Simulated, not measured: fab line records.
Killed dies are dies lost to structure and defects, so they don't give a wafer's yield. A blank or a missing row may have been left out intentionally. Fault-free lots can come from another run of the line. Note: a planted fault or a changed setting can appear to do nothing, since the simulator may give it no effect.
Comparing a struck lot with a sound one | flow n5_finfet | 16 steps out of a route of 1938
Sound: wafers L311.3, L311.4, L311.5. Wafers L321.1, L321.4, L321.5 were the ones struck. Last of all comes the cause.
Order at every step that has rows: each side's tool, ch and its chambers, its first start. Under that, the readings that differ: sound wafers | struck wafers | difference of the means | sigmas: that difference in standard deviations of wafers without a fault.
alike: readings whose means differ by less than 2 such deviations, and words and numbers that are the same on both sides. not compared: withheld readings, readings that some wafer has no value for, bounds like >300 that may hide the same value, and numbers for which the record gives no deviation and whose values overlap.
The two part at a step that has a row with sigmas, a row that says differs or no value, or rows on one side only. Non-overlapping numbers with no deviation appear without sigmas and do not part them. A reading missing from all wafers of one side parts the sides only when that side holds two or more wafers.

first, 3 steps without rows for these wafers: N5_GATE_CUT_ETCH_19 (etches SiNx in CH3F/O2, target depth 53.7 nm, time 76.7 s); N5_GATE_CUT_CUT_ETCH_53 (etches W in SF6/Cl2, target depth 79.2 nm); N5_GATE_CUT_CUT_ETCH_54 (etches TiN in Cl2/BCl3, target depth 96.7 nm).
N5_GATE_CUT_CUT_ETCH_55: etches HfO2 in BCl3, target depth 3.2 nm.
  sound on rie_metal-01 ch 0,1, day 5 11:20; struck on rie_metal-02 ch 0,1, day 8 00:28
  alike: bias_w, drypump_motor_current_A, oes_product_au, throttle_valve_pct
  not compared: rf_hours_counter_h
then, 2 steps without rows for these wafers: N5_GATE_CUT_ETCH_47 (etches SiO2 in Cl2/BCl3, target depth 10 nm); N5_GATE_CUT_VAPOR_ETCH_48 (etches TiN in BCl3/Cl2).
N5_GATE_CUT_VAPOR_ETCH_49: etches TiAlC in BCl3/Cl2.
  sound on rie_metal-01 ch 0,1, day 5 11:25; struck on rie_metal-02 ch 0,1, day 8 00:33
  alike: drypump_motor_current_A, oes_product_au
N5_GATE_CUT_VAPOR_ETCH_51: etches HfO2 in BCl3/Cl2.
  sound on rie_metal-01 ch 0,1, day 5 11:27; struck on rie_metal-02 ch 0,1, day 8 00:35
  alike: drypump_motor_current_A, oes_product_au
N5_GATE_CUT_STRIP_21: strips in N2/H2, time 30 s.
  sound on plasma_asher-01 ch 0,1, day 5 11:31; struck on plasma_asher-02 ch 0,1, day 8 00:38
  alike: drypump_motor_current_A, heater_power_w, n2_flow_sccm
  not compared: rf_hours_counter_h
then, 2 steps without rows for these wafers: N5_GATE_CUT_STRIP_29 (strips in post etch residue remover, time 60 s); N5_GATE_CUT_SRD_52 (time 30 s).
N5_GATE_CUT_ALD_22: deposits SiNx, target thk 16 nm, pulse time 1 s, ald cycles 320.
  sound on ald_sin-01 ch 0,2,3, day 5 11:38; struck on ald_sin-03 ch 0,1,2, day 8 00:47
  alike: heater_power_w, precursor_pulse_height_rel
N5_GATE_CUT_CMP_23: polishes, stops on SiO2, t overpolish 23.4 s, target thk 16 nm.
  sound on cmp-03 ch 0,2,3, day 5 13:13; struck on cmp-01 ch 0,1, day 8 02:17
  reading                | sound          | struck         | difference | sigmas
  time_to_endpoint_s (s) | 22.9 23.3 19.5 | 39.4 37.1 40.0 | +16.9      | +7
  alike: motor_current_A, overpolish_run_s, retaining_ring_pressure_frac
N5_GATE_CUT_THK_MEAS_24:
  struck on film_metro-01, day 8 02:34; sound on film_metro-02, day 5 13:26
  alike: GC_FILL_THK
-- a jump in the record: the struck wafers' starts before and after are 4 days apart (it breaks off in module GATE_CUT and resumes in module BEOL_M4, where the first step shown is number 1111 of the route) --
N5_BEOL_M4_RC_MEAS_101:
  sound on prober-01 ch 0, day 9 07:44; struck on prober-02 ch 0, day 11 17:36
  alike: DIBL_N, DIBL_P, IOFF_N, IOFF_P, ION_N, ION_P, SS_N, SS_P, VT_N, VT_P
next, for these wafers, 1 step has no rows: N5_PASSIVATION_PROBE_49.

WHERE THEY PART
N5_GATE_CUT_CMP_23 only, going by this record. Later steps at which nothing parts them and some readings are alike: N5_GATE_CUT_THK_MEAS_24, N5_BEOL_M4_RC_MEAS_101.

WHY: what the simulator had put in
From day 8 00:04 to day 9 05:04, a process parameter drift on cmp-01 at N5_GATE_CUT_CMP_23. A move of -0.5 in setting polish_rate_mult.
